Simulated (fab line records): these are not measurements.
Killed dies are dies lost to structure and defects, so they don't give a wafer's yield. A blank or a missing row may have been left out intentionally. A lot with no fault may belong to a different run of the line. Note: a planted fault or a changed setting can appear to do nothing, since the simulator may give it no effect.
The tool behind it: which one? :: flow n5Finfet :: 25 wafers from 9 lots sampled at 8 of the route's 1938 steps

WHAT THE GAUGES SHOWED, per wafer
N5_BEOL_M4_INSPECT_30: inspects for defects (brightfield). Usual: rawDefectCount reads 411 (standard deviation 86).
lot: L774
measured: day 8 15:01
on: defectInspect-01
rawDefectCount: 460 458 482
flag: 

lot: L775
measured: day 8 17:40
on: defectInspect-02
rawDefectCount: 371 453 484
flag: 

lot: L778
measured: day 9 06:58
on: defectInspect-02
rawDefectCount: 538 472 453
flag: 

lot: L780
measured: day 10 07:56
on: defectInspect-01
rawDefectCount: 371 283 314
flag: 

lot: L783
measured: day 10 12:10
on: defectInspect-01
rawDefectCount: 330 497 353
flag: 

lot: L790
measured: day 12 13:05
on: defectInspect-01
rawDefectCount: 256 315
flag: 

lot: L793
measured: day 13 05:20
on: defectInspect-01
rawDefectCount: 405 336
flag: 

lot: L794
measured: day 13 08:49
on: defectInspect-01
rawDefectCount: 426 281 454
flag: 

lot: L796
measured: day 14 23:14
on: defectInspect-02
rawDefectCount: 398 326 400
flag: 

N5_BEOL_M4_OCD_MEAS_38. Usual: trenchDepthNm reads 55.9 nm (standard deviation 0.71).
lot: L774
measured: day 8 21:20
on: ocd-02
trenchDepthNm (nm): 56.8 56.2 55.5
flag: 

lot: L775
measured: day 9 03:44
on: ocd-02
trenchDepthNm (nm): 55.2 55.9 55.6
flag: 

lot: L778
measured: day 10 09:37
on: ocd-02
trenchDepthNm (nm): 56.1 56.2 56.4
flag: 

lot: L780
measured: day 10 12:57
on: ocd-01
trenchDepthNm (nm): 55.5 55.7 56.8
flag: 

lot: L783
measured: day 11 01:10
on: ocd-01
trenchDepthNm (nm): 55.5 56.4 55.6
flag: 

lot: L790
measured: day 13 07:02
on: ocd-02
trenchDepthNm (nm): 55.2 31.4
flag: OFF

lot: L793
measured: day 13 13:34
on: ocd-01
trenchDepthNm (nm): 31.4 55.6
flag: OFF

lot: L794
measured: day 13 22:31
on: ocd-02
trenchDepthNm (nm): 55.0 56.1 56.6
flag: 

lot: L796
measured: day 15 04:50
on: ocd-02
trenchDepthNm (nm): 56.6 54.2 56.8
flag: 

N5_BEOL_M4_CD_MEAS_35: target cd 18 nm, target cd y 22.4 nm. Usual: cdNm reads 18.0 nm (standard deviation 0.31).
lot: L774
measured: day 8 21:30
on: cdSem-03
cdNm (nm): 18.3 18.5 17.7
flag: 

lot: L775
measured: day 9 03:54
on: cdSem-03
cdNm (nm): 18.0 17.7 18.3
flag: 

lot: L778
measured: day 10 09:46
on: cdSem-03
cdNm (nm): 18.4 17.7 18.1
flag: 

lot: L780
measured: day 10 13:06
on: cdSem-02
cdNm (nm): 17.8 18.4 18.2
flag: 

lot: L783
measured: day 11 01:20
on: cdSem-02
cdNm (nm): 18.5 18.4 18.3
flag: 

lot: L790
measured: day 13 07:17
on: cdSem-03
cdNm (nm): 17.8 17.5
flag: 

lot: L793
measured: day 13 13:44
on: cdSem-02
cdNm (nm): 17.6 17.7
flag: 

lot: L794
measured: day 13 22:41
on: cdSem-01
cdNm (nm): 18.1 17.9 17.6
flag: 

lot: L796
measured: day 15 04:59
on: cdSem-02
cdNm (nm): 18.1 17.8 18.2
flag: 

N5_BEOL_M4_THK_MEAS_53: measures by xrf. Usual: for M4_THK the level is 40.9 nm and the standard deviation is 1.4.
lot: L774
measured: day 9 00:56
on: filmMetro-02
M4_THK (nm): 40.7 38.5 39.2
flag: 

lot: L775
measured: day 9 08:55
on: filmMetro-02
M4_THK (nm): 41.6 40.8 41.5
flag: 

lot: L778
measured: day 10 13:11
on: filmMetro-02
M4_THK (nm): 38.4 38.3 40.0
flag: 

lot: L780
measured: day 10 17:07
on: filmMetro-02
M4_THK (nm): 39.9 40.1 40.8
flag: 

lot: L783
measured: day 11 04:55
on: filmMetro-02
M4_THK (nm): 40.6 43.2 41.6
flag: 

lot: L790
measured: day 13 11:08
on: filmMetro-02
M4_THK (nm): 40.8 14.3
flag: OFF

lot: L793
measured: day 13 18:25
on: filmMetro-01
M4_THK (nm): 16.0 40.3
flag: OFF

lot: L794
measured: day 14 04:09
on: filmMetro-02
M4_THK (nm): 39.5 40.0 41.3
flag: 

lot: L796
measured: day 15 08:44
on: filmMetro-01
M4_THK (nm): 44.4 41.9 42.9
flag: 

N5_BEOL_M4_RS_MEAS_58: measurement is done with a four-point probe. Usual: for M4_RS the level is 0.659 ohm/sq and the standard deviation is 0.026.
lot: L774
measured: day 9 01:13
on: filmMetro-02
M4_RS (ohm/sq): 0.655 0.705 0.690
flag: 

lot: L775
measured: day 9 09:12
on: filmMetro-01
M4_RS (ohm/sq): 0.645 0.664 0.648
flag: 

lot: L778
measured: day 10 13:28
on: filmMetro-02
M4_RS (ohm/sq): 0.704 0.706 0.669
flag: 

lot: L780
measured: day 10 17:23
on: filmMetro-02
M4_RS (ohm/sq): 0.677 0.673 0.653
flag: 

lot: L783
measured: day 11 05:11
on: filmMetro-01
M4_RS (ohm/sq): 0.661 0.610 0.640
flag: 

lot: L790
measured: day 13 11:23
on: filmMetro-01
M4_RS (ohm/sq): 0.661 2.786
flag: OFF

lot: L793
measured: day 13 18:42
on: filmMetro-02
M4_RS (ohm/sq): 2.334 0.666
flag: OFF

lot: L794
measured: day 14 04:25
on: filmMetro-01
M4_RS (ohm/sq): 0.692 0.672 0.651
flag: 

lot: L796
measured: day 15 09:03
on: filmMetro-01
M4_RS (ohm/sq): 0.607 0.652 0.630
flag: 

N5_BEOL_M4_RC_MEAS_101. Usual: DIBL_N 36.6 mV/V, standard deviation 1.1; DIBL_P 36.8 mV/V, standard deviation 1.6; IOFF_N 0.169 nA/um, standard deviation 0.024; IOFF_P 0.206 nA/um, standard deviation 0.028; ION_N 679 uA/um, standard deviation 9.2; ION_P 462 uA/um, standard deviation 7; SS_N 71.6 mV/dec, standard deviation 0.57; SS_P 73.3 mV/dec, standard deviation 0.57; VT_N 248.8 mV, standard deviation 2.4; VT_P -251 mV, standard deviation 3.
lot: L774
measured: day 9 01:16
on: prober-02
DIBL_N (mV/V): 36.5 36.5 34.9
DIBL_P (mV/V): 36.2 36.3 33.7
IOFF_N (nA/um): 0.161 0.161 0.131
IOFF_P (nA/um): 0.177 0.175 0.148
ION_N (uA/um): 674 688 659
ION_P (uA/um): 462 460 453
SS_N (mV/dec): 70.6 71.0 70.3
SS_P (mV/dec): 73.1 73.1 72.7
VT_N (mV): 248.3 249.3 254.6
VT_P (mV): -256 -255 -258
flag: 

lot: L775
measured: day 9 09:15
on: prober-01
DIBL_N (mV/V): 36.0 36.7 35.0
DIBL_P (mV/V): 36.4 37.5 34.9
IOFF_N (nA/um): 0.155 0.184 0.150
IOFF_P (nA/um): 0.200 0.223 0.181
ION_N (uA/um): 667 683 666
ION_P (uA/um): 450 461 451
SS_N (mV/dec): 71.4 72.0 70.9
SS_P (mV/dec): 73.4 72.9 73.3
VT_N (mV): 250.5 245.8 249.7
VT_P (mV): -254 -250 -256
flag: 

lot: L778
measured: day 10 13:31
on: prober-02
DIBL_N (mV/V): 36.5 36.4 37.8
DIBL_P (mV/V): 39.0 39.1 39.4
IOFF_N (nA/um): 0.202 0.185 0.219
IOFF_P (nA/um): 0.228 0.222 0.236
ION_N (uA/um): 691 682 681
ION_P (uA/um): 468 463 461
SS_N (mV/dec): 72.6 72.5 72.2
SS_P (mV/dec): 74.4 73.7 74.2
VT_N (mV): 246.6 250.5 246.0
VT_P (mV): -251 -251 -254
flag: 

lot: L780
measured: day 10 17:35
on: prober-01
DIBL_N (mV/V): 37.4 38.6 37.8
DIBL_P (mV/V): 38.7 38.5 38.2
IOFF_N (nA/um): 0.190 0.212 0.190
IOFF_P (nA/um): 0.251 0.245 0.239
ION_N (uA/um): 677 680 691
ION_P (uA/um): 464 461 466
SS_N (mV/dec): 71.4 72.2 71.9
SS_P (mV/dec): 73.9 74.0 74.2
VT_N (mV): 244.4 247.3 246.7
VT_P (mV): -251 -246 -249
flag: 

lot: L783
measured: day 11 05:14
on: prober-01
DIBL_N (mV/V): 36.7 35.7 38.2
DIBL_P (mV/V): 35.7 33.7 38.3
IOFF_N (nA/um): 0.153 0.143 0.195
IOFF_P (nA/um): 0.236 0.199 0.275
ION_N (uA/um): 683 683 688
ION_P (uA/um): 475 467 480
SS_N (mV/dec): 71.3 71.4 71.7
SS_P (mV/dec): 72.6 72.7 73.3
VT_N (mV): 246.7 246.6 245.8
VT_P (mV): -247 -253 -246
flag: 

lot: L790
measured: day 13 11:45
on: prober-01
DIBL_N (mV/V): 36.9
DIBL_P (mV/V): 36.1
IOFF_N (nA/um): 0.157
IOFF_P (nA/um): 0.199
ION_N (uA/um): 672
ION_P (uA/um): 451
SS_N (mV/dec): 71.7
SS_P (mV/dec): 73.3
VT_N (mV): 249.5
VT_P (mV): -251
flag: 

lot: L793
measured: day 13 19:04
on: prober-02
DIBL_N (mV/V): 35.1
DIBL_P (mV/V): 34.5
IOFF_N (nA/um): 0.149
IOFF_P (nA/um): 0.217
ION_N (uA/um): 677
ION_P (uA/um): 469
SS_N (mV/dec): 71.0
SS_P (mV/dec): 73.1
VT_N (mV): 249.2
VT_P (mV): -249
flag: 

lot: L794
measured: day 14 04:37
on: prober-02
DIBL_N (mV/V): 36.3 35.4 35.3
DIBL_P (mV/V): 37.4 36.6 36.5
IOFF_N (nA/um): 0.169 0.160 0.150
IOFF_P (nA/um): 0.221 0.210 0.212
ION_N (uA/um): 673 678 672
ION_P (uA/um): 466 466 466
SS_N (mV/dec): 71.8 72.1 72.1
SS_P (mV/dec): 73.9 73.6 73.2
VT_N (mV): 249.2 249.0 253.6
VT_P (mV): -247 -251 -251
flag: 

lot: L796
measured: day 15 09:16
on: prober-02
DIBL_N (mV/V): 36.8 36.5 36.8
DIBL_P (mV/V): 37.4 37.5 36.6
IOFF_N (nA/um): 0.157 0.155 0.149
IOFF_P (nA/um): 0.196 0.204 0.186
ION_N (uA/um): 682 679 683
ION_P (uA/um): 465 466 461
SS_N (mV/dec): 71.2 71.1 71.4
SS_P (mV/dec): 73.6 73.1 73.7
VT_N (mV): 246.8 249.0 248.1
VT_P (mV): -251 -252 -251
flag: 

WHICH TOOL RAN EACH LOT (tool, then ch and the chambers of the sampled wafers, then the start)
lot: L774
N5_BEOL_M4_TRENCH_ETCH_37: rieDiel-01 ch 0,2,3, day 8 21:11
N5_BEOL_M4_DEGAS_44: pvdSputter-01, day 8 21:37

lot: L775
N5_BEOL_M4_TRENCH_ETCH_37: rieDiel-04 ch 1,2, day 9 03:35
N5_BEOL_M4_DEGAS_44: pvdSputter-03, day 9 04:35

lot: L778
N5_BEOL_M4_TRENCH_ETCH_37: rieDiel-01 ch 0,3, day 10 09:28
N5_BEOL_M4_DEGAS_44: pvdSputter-01, day 10 10:00

lot: L780
N5_BEOL_M4_TRENCH_ETCH_37: rieDiel-01 ch 1,2, day 10 12:48
N5_BEOL_M4_DEGAS_44: pvdSputter-02, day 10 13:50

lot: L783
N5_BEOL_M4_TRENCH_ETCH_37: rieDiel-01 ch 0,3, day 11 01:01
N5_BEOL_M4_DEGAS_44: pvdSputter-02, day 11 01:34

lot: L790
N5_BEOL_M4_TRENCH_ETCH_37: rieDiel-01 ch 0,1, day 13 06:53
N5_BEOL_M4_DEGAS_44: pvdSputter-01, day 13 07:23

lot: L793
N5_BEOL_M4_TRENCH_ETCH_37: rieDiel-01 ch 0,3, day 13 13:25
N5_BEOL_M4_DEGAS_44: pvdSputter-03, day 13 13:53

lot: L794
N5_BEOL_M4_TRENCH_ETCH_37: rieDiel-03 ch 1,3, day 13 22:22
N5_BEOL_M4_DEGAS_44: pvdSputter-02, day 13 22:58

lot: L796
N5_BEOL_M4_TRENCH_ETCH_37: rieDiel-04 ch 1,3, day 15 04:41
N5_BEOL_M4_DEGAS_44: pvdSputter-03, day 15 05:14
- N5_BEOL_M4_TRENCH_ETCH_37: etches SiOC in C4F6/O2, target depth 55.555 nm, time 29.2 s.
- N5_BEOL_M4_DEGAS_44: time 60 s.

WHAT THE TOOLS THEMSELVES READ (means of the sampled wafers that have a number; where no wafer has one, the mark that the record gives instead)
N5_BEOL_M4_TRENCH_ETCH_37. Usual: drypumpMotorCurrentA 5.6 A, standard deviation 0.5; oesProductAu 0.83 a.u., standard deviation 0.069; rfVppV 668 V, standard deviation 7.2; runLengthS 52.7 s, standard deviation 0.48; showerheadPlenumPTorr 2.89 Torr, standard deviation 0.11; throttleValvePct 20.81 %, standard deviation 0.18.
lot: L774
tool: rieDiel-01
drypumpMotorCurrentA (A): 5.8
oesProductAu (a.u.): 0.86
rfVppV (V): 666
runLengthS (s): 52.8
showerheadPlenumPTorr (Torr): 2.89
throttleValvePct (%): 20.78
flag: 

lot: L775
tool: rieDiel-04
drypumpMotorCurrentA (A): 5.8
oesProductAu (a.u.): 0.82
rfVppV (V): 662
runLengthS (s): 52.8
showerheadPlenumPTorr (Torr): 2.91
throttleValvePct (%): 20.57
flag: 

lot: L778
tool: rieDiel-01
drypumpMotorCurrentA (A): 6.1
oesProductAu (a.u.): 0.84
rfVppV (V): 662
runLengthS (s): 52.6
showerheadPlenumPTorr (Torr): 2.81
throttleValvePct (%): 20.86
flag: 

lot: L780
tool: rieDiel-01
drypumpMotorCurrentA (A): 5.2
oesProductAu (a.u.): 0.87
rfVppV (V): 675
runLengthS (s): 52.8
showerheadPlenumPTorr (Torr): 3.01
throttleValvePct (%): 20.80
flag: 

lot: L783
tool: rieDiel-01
drypumpMotorCurrentA (A): 5.9
oesProductAu (a.u.): 0.81
rfVppV (V): 664
runLengthS (s): 52.8
showerheadPlenumPTorr (Torr): 2.84
throttleValvePct (%): 20.81
flag: 

lot: L790
tool: rieDiel-01
drypumpMotorCurrentA (A): 5.4
oesProductAu (a.u.): 0.80
rfVppV (V): 672
runLengthS (s): 46.2
showerheadPlenumPTorr (Torr): 2.92
throttleValvePct (%): 20.81
flag: OFF

lot: L793
tool: rieDiel-01
drypumpMotorCurrentA (A): 6.0
oesProductAu (a.u.): 0.80
rfVppV (V): 663
runLengthS (s): 46.3
showerheadPlenumPTorr (Torr): 2.81
throttleValvePct (%): 20.88
flag: OFF

lot: L794
tool: rieDiel-03
drypumpMotorCurrentA (A): 5.9
oesProductAu (a.u.): 0.77
rfVppV (V): 671
runLengthS (s): 53.0
showerheadPlenumPTorr (Torr): 2.96
throttleValvePct (%): 20.99
flag: 

lot: L796
tool: rieDiel-04
drypumpMotorCurrentA (A): 5.7
oesProductAu (a.u.): 0.86
rfVppV (V): 668
runLengthS (s): 52.7
showerheadPlenumPTorr (Torr): 3.00
throttleValvePct (%): 20.80
flag: 

N5_BEOL_M4_DEGAS_44. Usual: heaterPowerW 331 W, standard deviation 21; susceptorTempC 249.98 C, standard deviation 0.16.
lot: L774
tool: pvdSputter-01
heaterPowerW (W): 319
susceptorTempC (C): 249.96
flag: 

lot: L775
tool: pvdSputter-03
heaterPowerW (W): 330
susceptorTempC (C): 249.92
flag: 

lot: L778
tool: pvdSputter-01
heaterPowerW (W): 322
susceptorTempC (C): 250.03
flag: 

lot: L780
tool: pvdSputter-02
heaterPowerW (W): 351
susceptorTempC (C): 249.99
flag: 

lot: L783
tool: pvdSputter-02
heaterPowerW (W): 338
susceptorTempC (C): 249.85
flag: 

lot: L790
tool: pvdSputter-01
heaterPowerW (W): 311
susceptorTempC (C): 249.96
flag: 

lot: L793
tool: pvdSputter-03
heaterPowerW (W): 340
susceptorTempC (C): 249.97
flag: 

lot: L794
tool: pvdSputter-02
heaterPowerW (W): 349
susceptorTempC (C): 249.86
flag: 

lot: L796
tool: pvdSputter-03
heaterPowerW (W): 305
susceptorTempC (C): 250.02
flag: 

THE ANSWER, worked out from the rows above alone
Rule: lot off if the mean of its wafers having a number is beyond 3 standard deviations from the usual mean. Also off: a lot with no number at a reading for which 4 or more lots have one. All remaining lots with rows at the step are treated as sound. After the gauges, taken in route order, come the tools' own readings; for these a lot's mean is taken, as printed above. The first step at which some lot is off is used, and at that step the reading that is off furthest; a lot without a number counts as furthest.
Off, at N5_BEOL_M4_OCD_MEAS_38 on trenchDepthNm: L790, L793.
A tool fits if, at a process step before that reading, it ran every lot that is off, and no sound lot after the first of them. Not tried: the gauges at N5_BEOL_M4_OCD_MEAS_38; whatever is off there is also off at N5_BEOL_M4_THK_MEAS_53, on other tools, and gauge error can't account for it. One fits: N5_BEOL_M4_TRENCH_ETCH_37 on rieDiel-01. Its last sound lot is L783 (day 11 01:01), its first lot that is off L790 (day 13 06:53): a fault that began between those two fits.
On the lots that are off, the tool's own readings at N5_BEOL_M4_TRENCH_ETCH_37 differ by more than 5 times the standard deviation of the sound lots' means, which bears it out; runLengthS reads 46.2 s there versus 52.8 s on the sound lots.

WHAT THE SIMULATOR HAD INSERTED
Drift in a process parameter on rieDiel-01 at N5_BEOL_M4_TRENCH_ETCH_37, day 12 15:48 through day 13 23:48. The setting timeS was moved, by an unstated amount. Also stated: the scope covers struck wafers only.
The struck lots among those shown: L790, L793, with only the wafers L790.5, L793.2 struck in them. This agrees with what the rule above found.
